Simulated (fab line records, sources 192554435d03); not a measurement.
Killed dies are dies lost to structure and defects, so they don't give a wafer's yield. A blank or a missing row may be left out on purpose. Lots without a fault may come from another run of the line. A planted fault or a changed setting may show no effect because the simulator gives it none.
Chamber matching | flow n5_finfet | N5_BEOL_M0_SAQP_STRIP_75 on rie_diel-02: 4 sister chambers
The step strips in CF4. 8 wafers are shown with their chamber, then 8 later ones without.

WAFERS WITH THEIR CHAMBER
wafer  | chamber | throttle_valve_pct (%) | drypump_motor_current_A (A)
L077.2 | 2       | 13.81                  | 5.1
L082.5 | 1       | 13.39                  | 5.8
L083.1 | 0       | 13.99                  | 6.2
L083.5 | 3       | 13.07                  | 5.3
L088.3 | 2       | 13.85                  | 5.1
L088.5 | 0       | 14.00                  | 6.3
L088.6 | 1       | 13.43                  | 5.7
L091.1 | 3       | 13.09                  | 5.3

WAFERS WITHOUT THEIR CHAMBER
wafer  | throttle_valve_pct (%) | drypump_motor_current_A (A)
L091.2 | 14.01                  | 6.3
L091.6 | 14.04                  | 6.2
L093.1 | 13.89                  | 5.2
L093.2 | 13.09                  | 5.3
L093.3 | 13.48                  | 5.8
L095.1 | 13.11                  | 5.3
L095.3 | 13.88                  | 5.1
L095.6 | 13.11                  | 5.3

WHICH CHAMBER EACH WENT THROUGH
wafer  | from the rows above | in truth
L091.2 | 0                   | 0
L091.6 | 0                   | 0
L093.1 | 2                   | 2
L093.2 | 3                   | 3
L093.3 | 1                   | 1
L095.1 | 3                   | 3
L095.3 | 2                   | 2
L095.6 | 3                   | 3
Placed correctly: 8 of 8. Can't be placed from these rows: 0. Placed wrongly: 0.
How it was worked out, from the rows above alone: a wafer's distance from a chamber is the root of the sum, over the readings, of the square of ((its reading less the chamber's mean) divided by the reading's scatter). The wafer belongs to the nearest chamber; if the next one is less than 2 further off, it can't be placed. A chamber's mean is the mean of its shown wafers. The scatter: the root of (the sum of the squares of (reading less its chamber's mean) over the shown wafers, divided by (wafers less chambers)).
